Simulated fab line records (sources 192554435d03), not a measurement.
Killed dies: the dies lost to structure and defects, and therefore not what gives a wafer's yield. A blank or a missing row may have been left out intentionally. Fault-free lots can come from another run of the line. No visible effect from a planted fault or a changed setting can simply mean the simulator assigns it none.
Which tool is to blame?	flow n5 finfet	24 lots with 72 wafers sampled at 6 steps, on a route of 1938 steps

== WHAT THE GAUGES READ, wafer by wafer ==
N5_BEOL_M1_CD_MEAS_11: target cd 17.05 nm. Usual: cd nm at 17.10 nm, with a standard deviation of 0.24.
lot	measured	on	cd nm (nm)	flag
L074	day 6 06:28	cd sem-03	17.16 17.76 17.03	
L075	day 6 09:41	cd sem-02	16.86 16.91 16.98	
L076	day 6 19:55	cd sem-01	17.04 16.48 17.28	
L077	day 6 19:41	cd sem-03	17.63 17.37 17.02	
L078	day 7 04:30	cd sem-02	16.91 17.09 16.51	
L079	day 7 04:45	cd sem-01	16.88 17.10 16.93	
L080	day 7 09:34	cd sem-03	16.84 17.34 17.24	
L081	day 7 19:53	cd sem-01	16.95 17.08 17.13	
L082	day 8 03:22	cd sem-02	17.05 17.22 17.17	
L083	day 8 11:31	cd sem-01	17.05 17.13 17.12	
L084	day 8 16:08	cd sem-02	16.98 17.29 17.56	
L086	day 8 20:43	cd sem-01	17.46 16.99 16.98	
L085	day 9 07:05	cd sem-01	17.26 17.19 17.06	
L087	day 9 12:45	cd sem-03	16.99 16.65 16.97	
L088	day 9 12:47	cd sem-01	17.17 17.39 16.99	
L089	day 9 20:53	cd sem-02	16.82 17.26 16.98	
L090	day 10 07:29	cd sem-01	17.56 17.23 17.15	
L091	day 10 11:01	cd sem-01	16.95 17.39 17.07	
L092	day 10 10:44	cd sem-03	17.42 17.20 16.94	
L093	day 10 22:44	cd sem-02	17.03 17.05 17.53	
L094	day 10 23:10	cd sem-02	17.00 17.18 16.89	
L095	day 11 10:04	cd sem-02	16.74 17.29 16.93	
L096	day 11 18:58	cd sem-03	16.67 17.26 17.04	
L097	day 12 01:19	cd sem-01	16.88 17.30 16.86	

== WHICH TOOL RAN EACH LOT (tool, then ch and the chambers of the sampled wafers, then the start) ==
lot	N5_BEOL_M0_SAQP_RECESS_109	N5_BEOL_M0_SPUTTER_134	N5_BEOL_M0_PRE_CLEAN_131	N5_BEOL_M0_DEP_125	N5_BEOL_M1_ILD_DEP_00
L074	vapor etch-02 ch 0,1, day 5 19:19	pvd sputter-03, day 6 03:50	cvd co-01 ch 0,1,2, day 6 04:46	pecvd-02 ch 0,1, day 6 04:56	pecvd-02 ch 0,1, day 6 05:05
L075	vapor etch-01 ch 0,1, day 5 22:26	pvd sputter-03, day 6 07:34	cvd co-01 ch 0,2, day 6 08:30	pecvd-04 ch 0,1, day 6 08:40	pecvd-03 ch 1,2, day 6 08:47
L076	vapor etch-02 ch 0,1, day 6 07:02	pvd sputter-02, day 6 16:57	cvd co-01 ch 1,2, day 6 18:26	pecvd-04 ch 1,2, day 6 18:35	pecvd-02 ch 1,2, day 6 18:43
L077	vapor etch-01 ch 0,1, day 6 10:03	pvd sputter-03, day 6 16:51	cvd co-02 ch 0,1,2, day 6 18:16	pecvd-01 ch 0,1,2, day 6 18:25	pecvd-03 ch 0,1,2, day 6 18:32
L078	vapor etch-01 ch 0,1, day 6 17:40	pvd sputter-03, day 7 01:01	cvd co-01 ch 0,1,2, day 7 02:02	pecvd-01 ch 1,2, day 7 02:11	pecvd-02 ch 0,2, day 7 02:19
L079	vapor etch-02 ch 0,1, day 6 18:46	pvd sputter-02, day 7 02:23	cvd co-02 ch 0,1,2, day 7 03:20	pecvd-02 ch 0,2, day 7 03:30	pecvd-01 ch 0,1, day 7 03:38
L080	vapor etch-01 ch 0, day 6 23:40	pvd sputter-01, day 7 07:04	cvd co-01 ch 1,2, day 7 08:01	pecvd-04 ch 0,1, day 7 08:10	pecvd-02 ch 0,1, day 7 08:17
L081	vapor etch-01 ch 0,1, day 7 07:37	pvd sputter-03, day 7 16:10	cvd co-02 ch 0,1, day 7 17:12	pecvd-04 ch 0,1,2, day 7 17:22	pecvd-03 ch 1,2, day 7 17:29
L082	vapor etch-02 ch 0,1, day 7 16:05	pvd sputter-03, day 8 00:24	cvd co-01 ch 0,2, day 8 01:21	pecvd-02 ch 0,1,2, day 8 01:30	pecvd-01 ch 0,1,2, day 8 01:38
L083	vapor etch-01 ch 0,1, day 7 22:56	pvd sputter-03, day 8 08:17	cvd co-02 ch 1,2, day 8 09:31	pecvd-02 ch 0,1, day 8 09:40	pecvd-01 ch 1,2, day 8 09:48
L084	vapor etch-02 ch 0,1, day 8 02:37	pvd sputter-03, day 8 10:41	cvd co-02 ch 0,2, day 8 12:58	pecvd-01 ch 1,2, day 8 13:08	pecvd-02 ch 0,1, day 8 13:16
L086	vapor etch-01 ch 0,1, day 8 10:38	pvd sputter-03, day 8 17:40	cvd co-02 ch 0,1,2, day 8 19:08	pecvd-02 ch 0,1, day 8 19:17	pecvd-01 ch 0,2, day 8 19:25
L085	vapor etch-01 ch 0,1, day 8 16:58	pvd sputter-02, day 9 03:47	cvd co-02 ch 0,1,2, day 9 04:53	pecvd-04 ch 0,1,2, day 9 05:03	pecvd-01 ch 0,1,2, day 9 05:11
L087	vapor etch-02 ch 0,1, day 9 00:22	pvd sputter-03, day 9 07:43	cvd co-02 ch 0,1,2, day 9 09:00	pecvd-01 ch 0,1,2, day 9 09:09	pecvd-03 ch 0,1,2, day 9 09:17
L088	vapor etch-01 ch 0,1, day 9 03:01	pvd sputter-03, day 9 08:52	cvd co-02 ch 0,1,2, day 9 09:59	pecvd-02 ch 0, day 9 10:09	pecvd-03 ch 0,1,2, day 9 10:17
L089	vapor etch-01 ch 1, day 9 10:01	pvd sputter-02, day 9 17:26	cvd co-01 ch 0,1,2, day 9 19:40	pecvd-01 ch 0,1, day 9 19:50	pecvd-01 ch 0,2, day 9 19:58
L090	vapor etch-01 ch 0,1, day 9 19:53	pvd sputter-02, day 10 04:05	cvd co-01 ch 0,1,2, day 10 05:25	pecvd-02 ch 0,1,2, day 10 05:34	pecvd-02 ch 0,1,2, day 10 05:42
L091	vapor etch-02 ch 0,1, day 9 23:20	pvd sputter-02, day 10 08:55	cvd co-01 ch 1,2, day 10 09:51	pecvd-04 ch 0,1,2, day 10 10:01	pecvd-03 ch 0,1,2, day 10 10:08
L092	vapor etch-02 ch 0,1, day 10 02:48	pvd sputter-02, day 10 08:26	cvd co-02 ch 1,2, day 10 09:23	pecvd-02 ch 1,2, day 10 09:32	pecvd-01 ch 1,2, day 10 09:40
L093	vapor etch-02 ch 0,1, day 10 11:06	pvd sputter-03, day 10 19:14	cvd co-02 ch 1,2, day 10 20:11	pecvd-02 ch 1,2, day 10 20:21	pecvd-03 ch 0,1,2, day 10 20:29
L094	vapor etch-02 ch 0,1, day 10 13:57	pvd sputter-02, day 10 20:57	cvd co-01 ch 0,1,2, day 10 22:00	pecvd-01 ch 0,1,2, day 10 22:10	pecvd-03 ch 0,1,2, day 10 22:17
L095	vapor etch-01 ch 0,1, day 10 21:07	pvd sputter-02, day 11 03:49	cvd co-01 ch 0,1, day 11 05:07	pecvd-02 ch 1,2, day 11 05:16	pecvd-03 ch 0,1, day 11 05:24
L096	vapor etch-01 ch 0,1, day 11 05:32	pvd sputter-01, day 11 16:26	cvd co-01 ch 0,1,2, day 11 17:22	pecvd-01 ch 0,1,2, day 11 17:32	pecvd-02 ch 0,1,2, day 11 17:40
L097	vapor etch-01 ch 0,1, day 11 08:21	pvd sputter-01, day 11 21:27	cvd co-01 ch 1,2, day 11 22:40	pecvd-02 ch 0,1,2, day 11 22:50	pecvd-03 ch 1,2, day 11 22:58
- N5_BEOL_M0_SAQP_RECESS_109: chemistry HF/NH3, target SiO2, target depth 3 nm, afs cycles 1, sublimation time 60 s.
- N5_BEOL_M0_SPUTTER_134: material Cu, target thk 4 nm, time 7.37 s.
- N5_BEOL_M0_PRE_CLEAN_131: time 15 s.
- N5_BEOL_M0_DEP_125: deposits SiCN from 3MS/NH3, target thk 8 nm, time 14 s.
- N5_BEOL_M1_ILD_DEP_00: deposits SiOC from DEMS/O2, target thk 79 nm, time 15.3 s.

== AS READ BY THE TOOLS THEMSELVES (means over the sampled wafers that have a number; for cases with no such wafer, the mark the record gives instead) ==
N5_BEOL_M0_SAQP_RECESS_109. Usual: drypump motor current A at 5.53 A, with a standard deviation of 0.29.
lot	tool	drypump motor current A (A)	flag
L074	vapor etch-02	5.66	
L075	vapor etch-01	5.51	
L076	vapor etch-02	5.65	
L077	vapor etch-01	5.49	
L078	vapor etch-01	5.55	
L079	vapor etch-02	5.67	
L080	vapor etch-01	5.48	
L081	vapor etch-01	5.51	
L082	vapor etch-02	5.67	
L083	vapor etch-01	5.52	
L084	vapor etch-02	5.39	
L086	vapor etch-01	5.50	
L085	vapor etch-01	5.53	
L087	vapor etch-02	5.68	
L088	vapor etch-01	5.58	
L089	vapor etch-01	5.57	
L090	vapor etch-01	5.50	
L091	vapor etch-02	5.67	
L092	vapor etch-02	5.67	
L093	vapor etch-02	5.39	
L094	vapor etch-02	5.67	
L095	vapor etch-01	5.54	
L096	vapor etch-01	5.53	
L097	vapor etch-01	5.54	

N5_BEOL_M0_SPUTTER_134. Usual: chuck sensor temp C -16.0 C, standard deviation 0.43; susceptor temp C -20.02 C, standard deviation 0.1; throttle valve pct 29.9 %, standard deviation 0.88.
lot	tool	chuck sensor temp C (C)	susceptor temp C (C)	throttle valve pct (%)	flag
L074	pvd sputter-03	-16.2	-20.12	30.4	
L075	pvd sputter-03	-16.1	-19.95	30.0	
L076	pvd sputter-02	-15.9	-20.12	30.5	
L077	pvd sputter-03	-16.2	-19.89	30.3	
L078	pvd sputter-03	-16.1	-19.97	30.0	
L079	pvd sputter-02	-16.0	-19.92	29.2	
L080	pvd sputter-01	-15.9	-19.97	30.8	
L081	pvd sputter-03	-16.4	-19.99	30.2	
L082	pvd sputter-03	-15.8	-20.06	30.0	
L083	pvd sputter-03	-15.7	-19.90	30.2	
L084	pvd sputter-03	-15.7	-19.99	30.1	
L086	pvd sputter-03	-16.0	-20.15	30.4	
L085	pvd sputter-02	-16.1	-19.87	29.1	
L087	pvd sputter-03	-15.7	-20.12	30.0	
L088	pvd sputter-03	-16.5	-19.89	30.2	
L089	pvd sputter-02	-16.1	-20.02	28.6	
L090	pvd sputter-02	-16.1	-20.13	29.6	
L091	pvd sputter-02	-15.9	-20.01	30.0	
L092	pvd sputter-02	-16.0	-20.01	29.3	
L093	pvd sputter-03	-16.2	-20.01	30.4	
L094	pvd sputter-02	-15.9	-19.98	29.9	
L095	pvd sputter-02	-15.9	-19.94	30.4	
L096	pvd sputter-01	-15.8	-19.96	30.4	
L097	pvd sputter-01	-15.5	-19.94	30.6	

N5_BEOL_M0_PRE_CLEAN_131. Usual: heater power w at 84 W, with a standard deviation of 12.
lot	tool	heater power w (W)	flag
L074	cvd co-01	74	
L075	cvd co-01	81	
L076	cvd co-01	81	
L077	cvd co-02	93	
L078	cvd co-01	75	
L079	cvd co-02	93	
L080	cvd co-01	74	
L081	cvd co-02	95	
L082	cvd co-01	82	
L083	cvd co-02	92	
L084	cvd co-02	92	
L086	cvd co-02	96	
L085	cvd co-02	94	
L087	cvd co-02	93	
L088	cvd co-02	94	
L089	cvd co-01	75	
L090	cvd co-01	76	
L091	cvd co-01	81	
L092	cvd co-02	92	
L093	cvd co-02	95	
L094	cvd co-01	75	
L095	cvd co-01	70	
L096	cvd co-01	74	
L097	cvd co-01	74	

N5_BEOL_M0_DEP_125. Usual: chamber pressure Torr 3.001 Torr, standard deviation 0.0062; showerhead plenum p Torr 3.657 Torr, standard deviation 0.0085; throttle valve pct 8.9 %, standard deviation 0.46.
lot	tool	chamber pressure Torr (Torr)	showerhead plenum p Torr (Torr)	throttle valve pct (%)	flag
L074	pecvd-02	3.002	3.655	9.1	
L075	pecvd-04	2.999	3.655	9.2	
L076	pecvd-04	3.002	3.657	9.1	
L077	pecvd-01	3.008	3.667	8.8	
L078	pecvd-01	3.013	3.668	8.6	
L079	pecvd-02	3.001	3.650	8.3	
L080	pecvd-04	3.000	3.658	9.4	
L081	pecvd-04	3.000	3.660	9.2	
L082	pecvd-02	3.002	3.656	8.8	
L083	pecvd-02	2.997	3.654	8.9	
L084	pecvd-01	2.999	3.669	8.8	
L086	pecvd-02	2.994	3.652	8.9	
L085	pecvd-04	2.999	3.655	9.3	
L087	pecvd-01	3.002	3.662	8.8	
L088	pecvd-02	3.000	3.661	8.7	
L089	pecvd-01	3.008	3.659	8.8	
L090	pecvd-02	3.000	3.650	8.9	
L091	pecvd-04	2.999	3.659	9.3	
L092	pecvd-02	3.002	3.653	9.1	
L093	pecvd-02	2.999	3.646	8.9	
L094	pecvd-01	3.002	3.662	8.7	
L095	pecvd-02	3.000	3.648	8.5	
L096	pecvd-01	2.998	3.660	8.9	
L097	pecvd-02	3.000	3.655	8.8	

N5_BEOL_M1_ILD_DEP_00. Usual: chamber pressure Torr 5.001 Torr, standard deviation 0.01; heater power w 510 W, standard deviation 50; showerhead plenum p Torr 5.692 Torr, standard deviation 0.017; susceptor temp C 350.01 C, standard deviation 0.21; throttle valve pct 11.8 %, standard deviation 0.57.
lot	tool	chamber pressure Torr (Torr)	heater power w (W)	showerhead plenum p Torr (Torr)	susceptor temp C (C)	throttle valve pct (%)	flag
L074	pecvd-02	4.991	558	5.684	350.04	11.6	
L075	pecvd-03	5.004	490	5.691	349.93	12.6	
L076	pecvd-02	5.002	449	5.679	350.23	11.2	
L077	pecvd-03	4.992	519	5.699	349.78	12.0	
L078	pecvd-02	5.009	470	5.683	349.89	11.1	
L079	pecvd-01	5.006	479	5.686	350.21	11.4	
L080	pecvd-02	5.006	567	5.691	350.00	11.9	
L081	pecvd-03	4.993	516	5.682	349.89	12.2	
L082	pecvd-01	4.998	507	5.689	350.09	11.8	
L083	pecvd-01	5.006	568	5.701	350.10	11.5	
L084	pecvd-02	5.000	558	5.685	349.85	12.2	
L086	pecvd-01	5.002	487	5.679	350.01	11.5	
L085	pecvd-01	5.006	504	5.694	350.05	11.5	
L087	pecvd-03	5.001	546	5.701	349.95	12.1	
L088	pecvd-03	5.002	486	5.690	350.17	12.1	
L089	pecvd-01	4.992	515	5.701	350.02	11.2	
L090	pecvd-02	4.996	523	5.683	350.07	11.4	
L091	pecvd-03	4.996	514	5.681	350.04	12.1	
L092	pecvd-01	5.005	510	5.695	349.98	11.7	
L093	pecvd-03	5.000	523	5.699	349.92	12.3	
L094	pecvd-03	5.010	462	5.693	350.07	11.9	
L095	pecvd-03	5.001	517	5.713	349.84	12.2	
L096	pecvd-02	5.003	520	5.684	350.06	11.6	
L097	pecvd-03	4.998	509	5.699	350.34	12.4	

== THE ANSWER, worked out from the rows above alone ==
Rule: a lot counts as off when the mean over its wafers that have a number is more than 3 standard deviations away from the usual mean. Also off: a lot with no number at a reading for which 4 or more lots have one. Where the step has rows for the other lots, those lots are counted as sound. Order of review: gauges by route order, followed by the tools' own readings, for which a lot's mean as printed above is used. The first step at which some lot is off is used, and at that step the reading that is off furthest; a lot without a number counts as furthest.
No lot is off at any reading shown: from this, nothing can be told.

== WHAT HAD BEEN PUT IN BY THE SIMULATOR ==
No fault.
